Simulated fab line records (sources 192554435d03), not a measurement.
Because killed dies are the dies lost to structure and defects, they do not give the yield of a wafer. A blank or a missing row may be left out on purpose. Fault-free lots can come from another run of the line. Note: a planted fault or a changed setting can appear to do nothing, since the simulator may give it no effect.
Split-lot trial -- flow n5-finfet -- 39 wafers read from 7 lots, route of 1938 steps

THE SPLIT ITSELF
At N5_DUMMY_GATE_EXPOSE_12 (exposes mask GATE, target cd 25 nm), the setting dose-mj was moved away from the recipe's 34 on 15 of the 39 wafers read, by -3.6% to +7.7%. For the rest of the wafers, this setting stayed at what the recipe calls for.

FROM THE SPLIT TO THE READING: what the file shows between them, 2 steps
- N5_DUMMY_GATE_PEB_13: peb time 60 s
- N5_DUMMY_GATE_DEVELOP_14: develop time 30 s

THE READING
cd-nm, in nm, at N5_DUMMY_GATE_CD_MEAS_15 (target cd 25.8 nm). Fault-free wafers of this fab line usually give 24.97 nm, standard deviation 0.25 nm.

wafer,"tool, chamber at the split",dose-mj as run,against the recipe,"cd-nm, nm",against lot-mates on the recipe
L074.1,"euv-scanner-02, 0",36.41,+7.1%,23.64,-1.53
L074.2,"euv-scanner-02, 0",36.41,+7.1%,23.97,-1.20
L074.3,"euv-scanner-02, 0",34,recipe,24.93,-
L074.4,"euv-scanner-02, 0",34,recipe,25.05,-
L074.5,"euv-scanner-02, 0",34,recipe,25.53,-
L074.6,"euv-scanner-02, 0",36.41,+7.1%,23.88,-1.29
L078.1,"euv-scanner-02, 0",36.63,+7.7%,23.77,-1.33
L078.2,"euv-scanner-02, 0",34,recipe,25.08,-
L078.3,"euv-scanner-02, 0",36.63,+7.7%,23.80,-1.30
L078.4,"euv-scanner-02, 0",34,recipe,25.02,-
L078.5,"euv-scanner-02, 0",34,recipe,25.20,-
L078.6,"euv-scanner-02, 0",36.63,+7.7%,23.31,-1.79
L085.2,"euv-scanner-02, 0",34,recipe,25.08,-
L085.4,"euv-scanner-02, 0",34,recipe,24.34,-
L085.5,"euv-scanner-02, 0",34,recipe,24.93,-
L086.1,"euv-scanner-01, 0",32.76,-3.6%,25.89,+1.03
L086.2,"euv-scanner-01, 0",34,recipe,24.61,-
L086.3,"euv-scanner-01, 0",34,recipe,24.84,-
L086.4,"euv-scanner-01, 0",32.76,-3.6%,25.74,+0.88
L086.5,"euv-scanner-01, 0",32.76,-3.6%,25.75,+0.89
L086.6,"euv-scanner-01, 0",34,recipe,25.13,-
L090.1,"euv-scanner-02, 0",34,recipe,24.96,-
L090.2,"euv-scanner-02, 0",34,recipe,24.53,-
L090.3,"euv-scanner-02, 0",34,recipe,25.31,-
L090.4,"euv-scanner-02, 0",36.35,+6.9%,23.70,-1.23
L090.5,"euv-scanner-02, 0",36.35,+6.9%,23.50,-1.43
L090.6,"euv-scanner-02, 0",36.35,+6.9%,24.30,-0.63
L095.1,"euv-scanner-02, 0",34,recipe,24.71,-
L095.2,"euv-scanner-02, 0",34,recipe,24.91,-
L095.3,"euv-scanner-02, 0",34,recipe,24.41,-
L095.4,"euv-scanner-02, 0",34,recipe,25.13,-
L095.5,"euv-scanner-02, 0",34,recipe,24.84,-
L095.6,"euv-scanner-02, 0",34,recipe,24.40,-
L097.1,"euv-scanner-02, 0",34,recipe,25.34,-
L097.2,"euv-scanner-02, 0",33.02,-2.9%,25.34,+0.25
L097.3,"euv-scanner-02, 0",34,recipe,24.83,-
L097.4,"euv-scanner-02, 0",34,recipe,25.11,-
L097.5,"euv-scanner-02, 0",33.02,-2.9%,25.21,+0.12
L097.6,"euv-scanner-02, 0",33.02,-2.9%,26.04,+0.95

FIT RESULTS
A straight line over all 39 wafers: cd-nm changes by -0.173 nm for each +1% of dose-mj; r = -0.90; the points scatter about the line by 0.3 nm.
The same after taking each lot's own level away (the mean of its wafers on the recipe; 39 wafers): -0.187 nm for each +1%; r = -0.93; scatter 0.27 nm.
That fit puts the effect of the largest move of dose-mj on the reading at 1.4 nm.
The lots' own levels span 24.733 to 25.170 nm, that is 1.7 times the standard deviation above.
So the lot-to-lot level changes the slope little: the two slopes agree.
Check: for one of the wafers moved furthest among these (+7.7%), held out of the fit, the line's prediction against its lot-mates is -1.43 nm. Against them it came out at -1.33 nm.

FURTHER SPLITS ON THESE WAFERS
These wafers also went through other splits before the reading. Each is held against what the fit with the lots' levels taken away leaves over:
other split on the same wafers,wafers away from the commonest value,r with cd-nm (lot level and that fit taken away)
N5_ZERO_LAYER_PECVD_02 target-thk-a,12,+0.24
N5_WELL_APT_IMPLANT_15 energy-kev,9,+0.13
N5_FIN_SAQP_HM_DEP_72 time-s,18,-0.06

FILE'S OWN FIT
cd-nm changes by -0.185 nm for each +1% of dose-mj, r = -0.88.
